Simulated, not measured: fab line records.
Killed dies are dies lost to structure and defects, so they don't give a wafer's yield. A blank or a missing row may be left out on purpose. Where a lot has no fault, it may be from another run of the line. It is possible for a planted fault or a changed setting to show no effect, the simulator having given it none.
fab line records    flow nand_harc
record: lots: 24  wafers: 72  last_day: 26
route steps=1159 shown A_CONTACT@946 A_BLC@978 A_M0@1015
lots with no fault: from the same line, run without faults
start_h: hours from the record's first day to the start of the lot's first wafer shown    wait_h: how many hours have passed since the lot's step before this one    " same as the row above    L1.1+2: a single row standing in for several wafers    - no value, or no start was given    * or withheld: withheld    < > ~ a bound
route shown NAME@n: a module of which the file shows steps, and the number in the route of the first    usual: mean/standard deviation of fault-free wafers    same: alike in all rows    chamber/n: place in a boat    sites: the reading at each site    _std_site: their standard deviation    _edge_site: mean of outer sites minus mean of inner sites    radius_mm: how far each site lies from the wafer's centre    mask NAME#n: copy n    behind: the tool/chamber that last shaped the wafer    hold: why the lot was held/for how many hours/how that ended    device: which transistor (n, p or np) failed to switch    end of line: the tests these same wafers got at the end of their route    for a step that has no rows: nothing shown but its recipe    killed: at the first sort, the dies lost to defects and structure; wafer yield is something else    map: dies across one wafer; x = killed, . = not, _ = none there
set.NAME: the setting that was run; set.NAME@STEP: the one run at that earlier step    model.NAME: the simulator's own value behind a step, which no gauge read
steps of the route over a sample of lots; a table a step, a row a wafer
services: the hour from which a tool's chamber was out of use, counted from the record's first day as start_h (under 0 if before that day), plus the number of hours and why
== steps ==
step: NHARC_A_CONTACT_ETCH_137
recipe: source_w: withheld  pressure_mtorr: 20  bias_v: 3000  time_s: 132  target_depth_a: 12870  ar_flow_sccm: withheld  c4f8_flow_sccm: withheld  o2_flow_sccm: withheld  chemistry: C4F8/O2/Ar
lot.wafer  tool             chamber  start_h  wait_h  rf_hours_counter_h
L076.2     har_cap_etch-02  0        390.68   0.1     15
L076.1     "                1        "        "       15
L076.4     "                0        "        "       -
L075.4     har_cap_etch-02  0        392.31   0.1     -
L075.3     "                1        "        "       -
L075.6     "                1        "        "       -
L077.1     har_cap_etch-02  0        396.73   0.1     16
L077.2     "                1        "        "       16
L077.3     "                1        "        "       -
L074.2     har_cap_etch-01  0        397.87   0.1     63
L074.6     "                1        "        "       -
L074.5     "                0        "        "       -
L078.2     har_cap_etch-02  1        400.73   0.1     17
L078.4     "                1        "        "       -
L078.6     "                0        "        "       -
L079.1     har_cap_etch-01  0        403.61   0.1     63
L079.2     "                1        "        "       63
L079.4     "                1        "        "       -
L081.4     har_cap_etch-03  0        437.45   0.1     -
L081.3     "                1        "        "       -
L081.6     "                1        "        "       -
L082.1     har_cap_etch-01  0        442.73   0.1     68
L082.2     "                1        "        "       68
L082.3     "                0        "        "       -
L080.2     har_cap_etch-01  0        448.05   0.1     70
L080.1     "                1        "        "       70
L080.4     "                0        "        "       -
L083.4     har_cap_etch-03  1        450.63   0.1     -
L083.6     "                1        "        "       -
L083.5     "                0        "        "       -
L084.2     har_cap_etch-02  0        453.02   0.1     25
L084.3     "                1        "        "       -
L084.5     "                0        "        "       -
L088.1     har_cap_etch-03  1        453.42   0.1     95
L088.6     "                1        "        "       -
L088.5     "                0        "        "       -
L085.4     har_cap_etch-02  0        453.97   0.1     -
L085.6     "                0        "        "       -
L085.5     "                1        "        "       -
L086.2     har_cap_etch-02  0        459.14   0.1     26
L086.3     "                1        "        "       -
L086.5     "                0        "        "       -
L090.3     har_cap_etch-03  0        472.10   0.1     -
L090.4     "                1        "        "       -
L090.5     "                0        "        "       -
L089.2     har_cap_etch-03  1        475.13   0.1     101
L089.3     "                0        "        "       -
L089.5     "                1        "        "       -
L087.4     har_cap_etch-01  1        477.53   0.1     -
L087.3     "                0        "        "       -
L087.5     "                1        "        "       -
L092.1     har_cap_etch-01  1        481.32   0.1     78
L092.6     "                1        "        "       -
L092.5     "                0        "        "       -
L093.1     har_cap_etch-03  0        486.06   0.1     103
L093.3     "                0        "        "       -
L093.5     "                0        "        "       -
L091.2     har_cap_etch-02  0        486.86   0.1     32
L091.1     "                1        "        "       32
L091.5     "                1        "        "       -
L095.2     har_cap_etch-01  1        510.13   0.1     82
L095.1     "                0        "        "       82
L095.5     "                1        "        "       -
L094.3     har_cap_etch-01  1        512.89   0.1     -
L094.4     "                0        "        "       -
L094.5     "                0        "        "       -
L096.2     har_cap_etch-02  1        517.84   0.1     39
L096.1     "                0        "        "       39
L096.3     "                1        "        "       -
L097.2     har_cap_etch-01  0        526.04   0.1     87
L097.3     "                1        "        "       -
L097.6     "                0        "        "       -
step: NHARC_A_CONTACT_ETCH_138
recipe: source_w: withheld  pressure_mtorr: 20  bias_v: 3000  time_s: 132  target_depth_a: 12890  ar_flow_sccm: withheld  c4f8_flow_sccm: withheld  o2_flow_sccm: withheld  chemistry: C4F8/O2/Ar
lot.wafer  tool             chamber  start_h  wait_h  rf_hours_counter_h
L076.2     har_cap_etch-02  0        390.81   0.1     15
L076.1     "                1        "        "       15
L076.4     "                0        "        "       -
L075.4     har_cap_etch-02  0        392.43   0.1     -
L075.3     "                1        "        "       -
L075.6     "                1        "        "       -
L077.1     har_cap_etch-02  0        396.86   0.1     16
L077.2     "                1        "        "       16
L077.3     "                1        "        "       -
L074.2     har_cap_etch-01  0        398.00   0.1     63
L074.6     "                1        "        "       -
L074.5     "                0        "        "       -
L078.2     har_cap_etch-02  1        400.85   0.1     17
L078.4     "                1        "        "       -
L078.6     "                0        "        "       -
L079.1     har_cap_etch-01  0        403.73   0.1     63
L079.2     "                1        "        "       63
L079.4     "                1        "        "       -
L081.4     har_cap_etch-03  0        437.57   0.1     -
L081.3     "                1        "        "       -
L081.6     "                1        "        "       -
L082.1     har_cap_etch-01  0        442.86   0.1     68
L082.2     "                1        "        "       68
L082.3     "                0        "        "       -
L080.2     har_cap_etch-01  0        448.18   0.1     70
L080.1     "                1        "        "       70
L080.4     "                0        "        "       -
L083.4     har_cap_etch-03  1        450.75   0.1     -
L083.6     "                1        "        "       -
L083.5     "                0        "        "       -
L084.2     har_cap_etch-02  0        453.14   0.1     25
L084.3     "                1        "        "       -
L084.5     "                0        "        "       -
L088.1     har_cap_etch-03  1        453.54   0.1     96
L088.6     "                1        "        "       -
L088.5     "                0        "        "       -
L085.4     har_cap_etch-02  0        454.10   0.1     -
L085.6     "                0        "        "       -
L085.5     "                1        "        "       -
L086.2     har_cap_etch-02  0        459.26   0.1     27
L086.3     "                1        "        "       -
L086.5     "                0        "        "       -
L090.3     har_cap_etch-03  0        472.23   0.1     -
L090.4     "                1        "        "       -
L090.5     "                0        "        "       -
L089.2     har_cap_etch-03  1        475.25   0.1     101
L089.3     "                0        "        "       -
L089.5     "                1        "        "       -
L087.4     har_cap_etch-01  1        477.65   0.1     -
L087.3     "                0        "        "       -
L087.5     "                1        "        "       -
L092.1     har_cap_etch-01  1        481.45   0.1     78
L092.6     "                1        "        "       -
L092.5     "                0        "        "       -
L093.1     har_cap_etch-03  0        486.18   0.1     103
L093.3     "                0        "        "       -
L093.5     "                0        "        "       -
L091.2     har_cap_etch-02  0        487.02   0.1     32
L091.1     "                1        "        "       32
L091.5     "                1        "        "       -
L095.2     har_cap_etch-01  1        510.25   0.1     82
L095.1     "                0        "        "       82
L095.5     "                1        "        "       -
L094.3     har_cap_etch-01  1        513.01   0.1     -
L094.4     "                0        "        "       -
L094.5     "                0        "        "       -
L096.2     har_cap_etch-02  1        517.96   0.1     39
L096.1     "                0        "        "       39
L096.3     "                1        "        "       -
L097.2     har_cap_etch-01  0        526.16   0.1     87
L097.3     "                1        "        "       -
L097.6     "                0        "        "       -
step: NHARC_A_CONTACT_INSPECT_23
usual: raw_defect_count: 425/120
lot.wafer  tool               chamber  start_h  wait_h  raw_defect_count
L076.1     defect_inspect-02  -        394.35   0.1     476
L076.2     "                  -        "        "       370
L076.4     "                  -        "        "       352
L075.3     defect_inspect-02  -        395.58   0.1     379
L075.4     "                  -        "        "       411
L075.6     "                  -        "        "       449
L077.1     defect_inspect-01  -        402.13   0.1     342
L077.2     "                  -        "        "       326
L077.3     "                  -        "        "       393
L074.2     defect_inspect-01  -        405.62   0.1     368
L074.5     "                  -        "        "       285
L074.6     "                  -        "        "       332
L078.2     defect_inspect-02  -        406.82   0.1     591
L078.4     "                  -        "        "       783
L078.6     "                  -        "        "       495
L079.1     defect_inspect-01  -        411.65   0.1     468
L079.2     "                  -        "        "       539
L079.4     "                  -        "        "       454
L081.3     defect_inspect-02  -        441.16   0.1     386
L081.4     "                  -        "        "       320
L081.6     "                  -        "        "       391
L082.1     defect_inspect-01  -        447.19   0.1     541
L082.2     "                  -        "        "       387
L082.3     "                  -        "        "       525
L080.1     defect_inspect-01  -        452.85   0.1     472
L080.2     "                  -        "        "       340
L080.4     "                  -        "        "       453
L083.4     defect_inspect-01  -        454.33   0.1     580
L083.5     "                  -        "        "       485
L083.6     "                  -        "        "       499
L084.2     defect_inspect-02  -        459.34   0.1     238
L084.3     "                  -        "        "       250
L084.5     "                  -        "        "       258
L088.1     defect_inspect-01  -        460.51   0.1     386
L088.5     "                  -        "        "       970
L088.6     "                  -        "        "       379
L085.4     defect_inspect-01  -        460.88   0.1     506
L085.5     "                  -        "        "       367
L085.6     "                  -        "        "       404
L086.2     defect_inspect-02  -        464.08   0.1     333
L086.3     "                  -        "        "       563
L086.5     "                  -        "        "       566
L090.3     defect_inspect-01  -        476.02   0.1     291
L090.4     "                  -        "        "       229
L090.5     "                  -        "        "       324
L089.2     defect_inspect-02  -        483.76   0.1     494
L089.3     "                  -        "        "       410
L089.5     "                  -        "        "       330
L087.3     defect_inspect-02  -        484.95   0.1     333
L087.4     "                  -        "        "       573
L087.5     "                  -        "        "       367
L092.1     defect_inspect-02  -        490.00   0.1     355
L092.5     "                  -        "        "       461
L092.6     "                  -        "        "       266
L093.1     defect_inspect-02  -        493.05   0.1     584
L093.3     "                  -        "        "       387
L093.5     "                  -        "        "       648
L091.1     defect_inspect-01  -        494.56   0.1     391
L091.2     "                  -        "        "       332
L091.5     "                  -        "        "       323
L095.1     defect_inspect-02  -        514.31   0.1     526
L095.2     "                  -        "        "       386
L095.5     "                  -        "        "       286
L094.3     defect_inspect-02  -        516.16   0.1     315
L094.4     "                  -        "        "       340
L094.5     "                  -        "        "       329
L096.1     defect_inspect-01  -        521.70   0.1     427
L096.2     "                  -        "        "       745
L096.3     "                  -        "        "       704
L097.2     defect_inspect-01  -        532.05   0.1     643
L097.3     "                  -        "        "       456
L097.6     "                  -        "        "       489
step: NHARC_A_BLC_ETCH_16
recipe: target_depth_a: 390  over_etch_frac: 0.3  time_s: 65  ion_energy_ev: 80  cf4_flow_sccm: 150  ar_flow_sccm: 0  rf_w: 300  bias_w: 100  chemistry: CF4
usual: drypump_motor_current_A: 5.9/0.43  oes_product_au: 1.000/0.009  rf_vpp_V: 150.7/0.98  showerhead_plenum_p_Torr: 1.72/0.043  throttle_valve_pct: 13.284/0.0088
lot.wafer  tool         chamber  start_h  wait_h  drypump_motor_current_A  oes_product_au  rf_hours_counter_h  rf_vpp_V  showerhead_plenum_p_Torr  throttle_valve_pct
L076.2     rie_diel-10  0        395.14   0.1     5.6                      0.996           3                   150.9     1.75                      13.299
L076.4     "            1        "        "       5.2                      0.997           2                   149.6     1.70                      13.292
L076.1     "            3        "        "       5.6                      0.983           3                   152.2     1.75                      13.278
L075.4     rie_diel-10  0        396.27   0.1     5.6                      0.996           3                   151.0     1.75                      13.292
L075.3     "            1        "        "       5.2                      1.000           2                   150.6     1.70                      13.287
L075.6     "            2        "        "       6.5                      0.985           -                   150.6     1.80                      13.300
L077.1     rie_diel-10  0        402.90   0.1     5.7                      1.006           4                   150.8     1.75                      13.288
L077.3     "            1        "        "       5.2                      0.994           3                   150.1     1.70                      13.281
L077.2     "            3        "        "       5.6                      0.977           4                   151.9     1.75                      13.278
L074.2     rie_diel-10  1        406.42   0.1     5.2                      0.989           4                   150.5     1.70                      13.278
L074.6     "            0        "        "       5.6                      0.998           -                   150.4     1.75                      13.291
L074.5     "            1        "        "       5.2                      1.002           -                   151.5     1.70                      13.295
L078.2     rie_diel-10  3        407.65   0.1     5.6                      0.983           5                   149.9     1.75                      13.265
L078.4     "            0        "        "       5.7                      1.006           5                   150.5     1.75                      13.278
L078.6     "            2        "        "       6.5                      1.001           -                   152.2     1.80                      13.295
L079.2     rie_diel-05  1        412.51   0.1     5.2                      0.986           25                  152.4     1.80                      13.279
L079.4     "            2        "        "       5.3                      1.013           25                  151.5     1.78                      13.296
L079.1     "            3        "        "       6.6                      0.999           24                  152.1     1.67                      13.289
L081.4     rie_diel-07  1        441.94   0.1     5.8                      0.991           1                   149.8     1.65                      13.294
L081.3     "            2        "        "       6.2                      1.004           1                   149.4     1.71                      13.274
L081.6     "            2        "        "       6.1                      1.007           -                   151.2     1.71                      13.285
L082.2     rie_diel-07  0        447.98   0.1     5.8                      0.998           3                   150.6     1.73                      13.279
L082.3     "            1        "        "       5.8                      0.999           2                   149.9     1.65                      13.284
L082.1     "            3        "        "       6.2                      1.002           3                   151.6     1.72                      13.283
L080.2     rie_diel-07  3        453.51   0.1     6.3                      0.990           4                   151.1     1.72                      13.276
L080.4     "            1        "        "       5.8                      0.999           3                   150.4     1.65                      13.284
L080.1     "            2        "        "       6.1                      1.010           4                   150.6     1.71                      13.271
L083.4     rie_diel-07  0        455.12   0.1     5.8                      1.007           3                   152.3     1.73                      13.285
L083.6     "            1        "        "       5.8                      0.996           -                   148.8     1.65                      13.280
L083.5     "            2        "        "       6.1                      1.008           -                   151.6     1.71                      13.272
L084.2     rie_diel-10  1        460.00   0.1     5.2                      0.986           9                   151.9     1.70                      13.287
L084.3     "            3        "        "       5.6                      0.992           10                  151.9     1.75                      13.280
L084.5     "            1        "        "       5.2                      0.995           -                   151.0     1.70                      13.279
L088.1     rie_diel-05  1        461.17   0.1     5.2                      0.982           42                  152.9     1.79                      13.282
L088.6     "            3        "        "       6.7                      0.990           -                   150.1     1.67                      13.276
L088.5     "            0        "        "       6.5                      1.000           -                   150.3     1.68                      13.277
L085.4     rie_diel-07  3        461.54   0.1     6.3                      0.993           5                   149.8     1.72                      13.270
L085.5     "            1        "        "       5.8                      1.008           -                   149.4     1.65                      13.291
L085.6     "            2        "        "       6.2                      1.015           -                   150.8     1.71                      13.282
L086.2     rie_diel-07  3        464.87   0.1     6.3                      1.006           5                   150.2     1.72                      13.281
L086.3     "            0        "        "       5.8                      1.001           4                   150.8     1.73                      13.265
L086.5     "            2        "        "       6.2                      1.012           -                   151.1     1.71                      13.287
L090.3     rie_diel-07  1        476.80   0.1     5.8                      0.991           5                   150.9     1.65                      13.297
L090.4     "            2        "        "       6.1                      1.010           6                   150.1     1.71                      13.284
L090.5     "            2        "        "       6.1                      1.009           -                   150.7     1.71                      13.275
L089.3     rie_diel-10  2        484.54   0.1     6.5                      0.995           12                  150.4     1.79                      13.291
L089.2     "            0        "        "       5.7                      1.013           12                  152.8     1.74                      13.281
L089.5     "            2        "        "       6.5                      1.005           -                   151.6     1.79                      13.278
L087.4     rie_diel-05  2        485.63   0.1     5.3                      1.011           51                  152.5     1.77                      13.277
L087.3     "            1        "        "       5.2                      0.993           51                  150.9     1.79                      13.289
L087.5     "            3        "        "       6.6                      0.988           -                   149.6     1.67                      13.302
L092.1     rie_diel-07  2        490.79   0.1     6.2                      1.011           8                   149.6     1.71                      13.303
L092.5     "            1        "        "       5.8                      1.000           -                   149.5     1.65                      13.279
L092.6     "            2        "        "       6.1                      1.010           -                   150.1     1.71                      13.297
L093.1     rie_diel-07  1        493.73   0.1     5.8                      0.995           7                   148.9     1.65                      13.281
L093.3     "            2        "        "       6.1                      1.015           8                   149.9     1.71                      13.296
L093.5     "            3        "        "       6.3                      0.998           -                   151.6     1.72                      13.287
L091.2     rie_diel-07  0        495.35   0.1     5.8                      0.990           7                   150.7     1.73                      13.274
L091.1     "            1        "        "       5.8                      1.001           8                   150.4     1.65                      13.284
L091.5     "            2        "        "       6.1                      1.015           -                   150.1     1.71                      13.278
L095.2     rie_diel-07  3        514.99   0.1     6.3                      0.990           10                  150.5     1.72                      13.301
L095.1     "            0        "        "       5.8                      1.009           9                   150.6     1.73                      13.277
L095.5     "            2        "        "       6.2                      1.010           -                   151.5     1.71                      13.276
L094.3     rie_diel-05  0        516.95   0.1     6.5                      1.005           55                  151.0     1.67                      13.290
L094.4     "            1        "        "       5.2                      0.989           61                  150.8     1.79                      13.265
L094.5     "            3        "        "       6.7                      0.982           -                   150.4     1.66                      13.284
L096.2     rie_diel-07  3        522.56   0.1     6.3                      1.004           12                  150.4     1.72                      13.273
L096.3     "            0        "        "       5.8                      0.996           11                  152.0     1.73                      13.292
L096.1     "            1        "        "       5.8                      1.002           9                   149.3     1.65                      13.263
L097.3     rie_diel-07  3        532.89   0.1     6.3                      1.007           13                  149.5     1.72                      13.274
L097.2     "            0        "        "       5.8                      1.007           12                  150.3     1.73                      13.270
L097.6     "            1        "        "       5.8                      1.009           -                   148.4     1.65                      13.311
step: NHARC_A_BLC_ETCH_18
recipe: target_depth_a: 9100  c4f8_flow_sccm: 20  o2_flow_sccm: 10  ar_flow_sccm: withheld  rf_w: 600  bias_w: 1500  chemistry: C4F8/O2/Ar
usual: oes_product_au: 0.952/0.022  rf_vpp_V: 974/3.7
lot.wafer  tool         chamber  start_h  wait_h  oes_product_au  rf_hours_counter_h  rf_vpp_V
L076.2     rie_diel-10  2        -        -       0.948           3                   980
L076.1     "            3        "        "       0.956           3                   978
L076.4     "            0        "        "       0.971           3                   977
L075.4     rie_diel-10  3        -        -       0.945           4                   977
L075.3     "            1        "        "       0.965           3                   972
L075.6     "            3        "        "       0.943           -                   977
L077.2     rie_diel-10  1        -        -       0.950           3                   974
L077.1     "            2        "        "       0.966           4                   981
L077.3     "            3        "        "       0.960           4                   976
L074.2     rie_diel-10  2        -        -       0.945           5                   980
L074.6     "            3        "        "       0.910           -                   977
L074.5     "            0        "        "       0.948           -                   976
L078.4     rie_diel-10  0        -        -       0.973           5                   978
L078.2     "            1        "        "       0.978           5                   971
L078.6     "            3        "        "       0.954           -                   976
L079.4     rie_diel-05  0        -        -       0.949           20                  972
L079.2     "            1        "        "       0.950           26                  981
L079.1     "            3        "        "       0.947           24                  970
L081.4     rie_diel-07  3        -        -       0.957           2                   973
L081.3     "            1        "        "       0.965           2                   968
L081.6     "            3        "        "       0.957           -                   974
L082.1     rie_diel-07  0        -        -       0.989           3                   974
L082.2     "            1        "        "       0.985           3                   969
L082.3     "            2        "        "       0.971           3                   974
L080.2     rie_diel-07  1        -        -       0.969           4                   969
L080.4     "            2        "        "       0.984           4                   974
L080.1     "            0        "        "       0.964           3                   976
L083.4     rie_diel-07  3        -        -       0.955           4                   974
L083.6     "            3        "        "       0.960           -                   975
L083.5     "            0        "        "       0.964           -                   976
L084.2     rie_diel-10  3        -        -       0.962           10                  976
L084.3     "            0        "        "       0.984           10                  976
L084.5     "            3        "        "       0.965           -                   976
L088.1     rie_diel-05  3        -        -       0.920           40                  971
L088.5     "            3        "        "       0.916           -                   971
L088.6     "            0        "        "       0.928           -                   969
L085.4     rie_diel-07  2        -        -       0.966           5                   974
L085.6     "            1        "        "       0.985           -                   969
L085.5     "            2        "        "       0.968           -                   972
L086.2     rie_diel-07  3        -        -       0.919           5                   975
L086.3     "            0        "        "       0.931           5                   976
L086.5     "            0        "        "       0.920           -                   975
L090.3     rie_diel-07  3        -        -       0.955           6                   975
L090.4     "            2        "        "       1.001           6                   972
L090.5     "            0        "        "       0.962           -                   975
L089.3     rie_diel-10  1        -        -       0.921           11                  972
L089.2     "            2        "        "       0.922           13                  981
L089.5     "            1        "        "       0.927           -                   972
L087.3     rie_diel-05  2        -        -       0.935           51                  977
L087.4     "            0        "        "       0.993           45                  970
L087.5     "            2        "        "       0.935           -                   978
L092.1     rie_diel-07  0        -        -       0.921           7                   975
L092.6     "            1        "        "       0.921           -                   968
L092.5     "            2        "        "       0.928           -                   973
L093.1     rie_diel-07  0        -        -       0.967           7                   975
L093.3     "            2        "        "       0.961           8                   973
L093.5     "            0        "        "       0.967           -                   975
L091.2     rie_diel-07  2        -        -       0.991           9                   974
L091.1     "            3        "        "       0.988           8                   974
L091.5     "            0        "        "       0.956           -                   976
L095.1     rie_diel-07  3        -        -       0.952           10                  974
L095.2     "            2        "        "       0.968           11                  973
L095.5     "            2        "        "       0.967           -                   973
L094.3     rie_diel-05  1        -        -       0.907           62                  981
L094.4     "            2        "        "       0.920           61                  977
L094.5     "            0        "        "       0.920           -                   970
L096.2     rie_diel-07  2        -        -       0.961           13                  975
L096.3     "            3        "        "       0.946           12                  973
L096.1     "            0        "        "       0.955           11                  976
L097.2     rie_diel-07  2        -        -       0.930           14                  973
L097.3     "            0        "        "       0.930           13                  975
L097.6     "            2        "        "       0.928           -                   975
step: NHARC_A_M0_PVD_20
recipe: target_thk_a: 50  bias_v: 168.6  power_w: 15000  chamber_pressure_pa: 0.12  time_s: 8.06  substrate_temp_c: 50  material: TaN
usual: throttle_valve_pct: 29.5/0.78
lot.wafer  tool            chamber  start_h  wait_h  throttle_valve_pct
L076.4     pvd_sputter-01  -        -        -       28.5
L076.1     "               -        "        "       29.6
L076.2     "               -        "        "       29.8
L075.4     pvd_sputter-03  -        -        -       28.4
L075.3     "               -        "        "       30.1
L075.6     "               -        "        "       29.0
L077.3     pvd_sputter-03  -        -        -       29.8
L077.2     "               -        "        "       29.7
L077.1     "               -        "        "       29.2
L074.2     pvd_sputter-01  -        -        -       29.6
L074.6     "               -        "        "       29.6
L074.5     "               -        "        "       29.3
L078.2     pvd_sputter-01  -        -        -       29.1
L078.4     "               -        "        "       29.5
L078.6     "               -        "        "       29.1
L079.2     pvd_sputter-03  -        -        -       30.1
L079.1     "               -        "        "       28.7
L079.4     "               -        "        "       29.9
L081.3     pvd_sputter-03  -        -        -       28.8
L081.4     "               -        "        "       29.8
L081.6     "               -        "        "       28.5
L082.1     pvd_sputter-03  -        -        -       28.7
L082.2     "               -        "        "       29.3
L082.3     "               -        "        "       29.9
L080.4     pvd_sputter-02  -        -        -       30.2
L080.2     "               -        "        "       30.3
L080.1     "               -        "        "       31.2
L083.4     pvd_sputter-01  -        -        -       29.8
L083.5     "               -        "        "       29.2
L083.6     "               -        "        "       28.5
L084.2     pvd_sputter-01  -        -        -       29.2
L084.3     "               -        "        "       29.2
L084.5     "               -        "        "       29.5
L088.1     pvd_sputter-03  -        -        -       29.2
L088.5     "               -        "        "       29.3
L088.6     "               -        "        "       29.2
L085.4     pvd_sputter-02  -        -        -       30.6
L085.5     "               -        "        "       30.6
L085.6     "               -        "        "       30.8
L086.3     pvd_sputter-03  -        -        -       29.4
L086.2     "               -        "        "       29.4
L086.5     "               -        "        "       30.7
L090.4     pvd_sputter-02  -        -        -       30.7
L090.3     "               -        "        "       30.8
L090.5     "               -        "        "       30.8
L089.2     pvd_sputter-01  -        -        -       28.9
L089.3     "               -        "        "       29.5
L089.5     "               -        "        "       28.2
L087.4     pvd_sputter-03  -        -        -       30.7
L087.3     "               -        "        "       29.1
L087.5     "               -        "        "       29.6
L092.1     pvd_sputter-03  -        -        -       29.6
L092.5     "               -        "        "       30.6
L092.6     "               -        "        "       29.6
L093.1     pvd_sputter-01  -        -        -       28.5
L093.3     "               -        "        "       29.7
L093.5     "               -        "        "       28.3
L091.2     pvd_sputter-03  -        -        -       29.1
L091.1     "               -        "        "       29.5
L091.5     "               -        "        "       29.5
L095.2     pvd_sputter-03  -        -        -       29.3
L095.1     "               -        "        "       30.5
L095.5     "               -        "        "       29.3
L094.4     pvd_sputter-02  -        -        -       30.7
L094.3     "               -        "        "       30.6
L094.5     "               -        "        "       30.7
L096.1     pvd_sputter-02  -        -        -       28.2
L096.2     "               -        "        "       30.9
L096.3     "               -        "        "       30.3
L097.3     pvd_sputter-01  -        -        -       28.4
L097.2     "               -        "        "       29.2
L097.6     "               -        "        "       30.6
== services ==
tool             chamber  start_h  hours  kind
rie_diel-07      0        384.24   -      clean
rie_diel-07      1        384.24   -      clean
rie_diel-07      2        384.24   -      clean
rie_diel-07      3        384.24   -      clean
rie_diel-05      0        384.98   7.7    repair
rie_diel-05      3        385.22   1.5    repair
pvd_sputter-02   -        392.01   10.0   pm
rie_diel-07      -        405.23   9.0    pm
rie_diel-07      0        405.23   9.0    vent_cycle
rie_diel-07      1        405.23   9.0    vent_cycle
rie_diel-07      2        405.23   9.0    vent_cycle
rie_diel-07      3        405.23   9.0    vent_cycle
rie_diel-07      0        414.23   -      clean
rie_diel-07      0        414.23   -      consumable_replace:focus_ring
har_cap_etch-01  -        437.29   0.6    repair
rie_diel-05      -        444.68   0.8    repair
rie_diel-10      1        447.99   3.9    repair
pvd_sputter-03   -        458.04   10.0   pm
pvd_sputter-02   -        473.60   1.8    repair
har_cap_etch-01  -        488.54   0.7    repair
rie_diel-07      1        500.56   20.5   repair
har_cap_etch-03  -        507.73   34.0   repair
pvd_sputter-01   -        514.00   10.0   pm
rie_diel-05      -        517.66   9.0    pm
== key ==
fault none
